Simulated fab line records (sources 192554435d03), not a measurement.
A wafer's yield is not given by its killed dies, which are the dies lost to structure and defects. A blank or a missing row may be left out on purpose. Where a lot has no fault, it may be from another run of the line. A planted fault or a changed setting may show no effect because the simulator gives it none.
Matching of chambers / flow n5-finfet / rie-diel-03 running N5_MOL_CONTACT_COAG_ETCH_48: 4 sister chambers
The step etches SiOC in C4F6/O2, target depth 15 nm, overetch 4.5 nm, time 17 s. 8 wafers are shown with their chamber, then 10 later ones without.

## WAFERS PAIRED WITH THEIR CHAMBERS
wafer=L079.6; chamber=0; throttle-valve-pct (%)=40.19; drypump-motor-current-A (A)=6.3
wafer=L082.2; chamber=2; throttle-valve-pct (%)=40.67; drypump-motor-current-A (A)=5.5
wafer=L082.5; chamber=3; throttle-valve-pct (%)=40.13; drypump-motor-current-A (A)=6.0
wafer=L086.1; chamber=1; throttle-valve-pct (%)=40.90; drypump-motor-current-A (A)=6.3
wafer=L086.4; chamber=0; throttle-valve-pct (%)=40.20; drypump-motor-current-A (A)=6.3
wafer=L086.6; chamber=2; throttle-valve-pct (%)=40.70; drypump-motor-current-A (A)=5.5
wafer=L088.2; chamber=3; throttle-valve-pct (%)=40.16; drypump-motor-current-A (A)=5.9
wafer=L088.5; chamber=1; throttle-valve-pct (%)=40.92; drypump-motor-current-A (A)=6.3

## WAFERS WITH NO CHAMBER GIVEN
wafer=L088.6; throttle-valve-pct (%)=40.22; drypump-motor-current-A (A)=6.3
wafer=L089.4; throttle-valve-pct (%)=40.14; drypump-motor-current-A (A)=5.9
wafer=L089.5; throttle-valve-pct (%)=40.89; drypump-motor-current-A (A)=6.3
wafer=L089.6; throttle-valve-pct (%)=40.21; drypump-motor-current-A (A)=6.3
wafer=L092.1; throttle-valve-pct (%)=40.23; drypump-motor-current-A (A)=6.3
wafer=L092.2; throttle-valve-pct (%)=40.14; drypump-motor-current-A (A)=6.0
wafer=L092.6; throttle-valve-pct (%)=40.14; drypump-motor-current-A (A)=5.9
wafer=L094.1; throttle-valve-pct (%)=40.93; drypump-motor-current-A (A)=6.3
wafer=L094.5; throttle-valve-pct (%)=40.26; drypump-motor-current-A (A)=5.5
wafer=L094.6; throttle-valve-pct (%)=40.16; drypump-motor-current-A (A)=5.9

## WHICH CHAMBER EACH ONE RAN IN
wafer=L088.6; from the rows above=0; in truth=0
wafer=L089.4; from the rows above=3; in truth=3
wafer=L089.5; from the rows above=1; in truth=1
wafer=L089.6; from the rows above=0; in truth=0
wafer=L092.1; from the rows above=0; in truth=0
wafer=L092.2; from the rows above=3; in truth=3
wafer=L092.6; from the rows above=3; in truth=3
wafer=L094.1; from the rows above=1; in truth=1
wafer=L094.5; from the rows above=3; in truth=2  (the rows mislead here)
wafer=L094.6; from the rows above=3; in truth=3
Correctly placed: 9 of 10. From these rows, 0 cannot be placed. 1 placed wrongly.
How it was worked out, from the rows above alone: a wafer's distance from a chamber is the root of the sum, over the readings, of the square of ((its reading less the chamber's mean) divided by the reading's scatter). The wafer belongs to the nearest chamber; if the next one is less than 2 further off, it can't be placed. The mean given for a chamber averages the wafers shown for that chamber. The scatter is the square root of a quotient: the sum, over the shown wafers, of each reading's squared deviation from its chamber's mean, divided by wafers minus chambers.
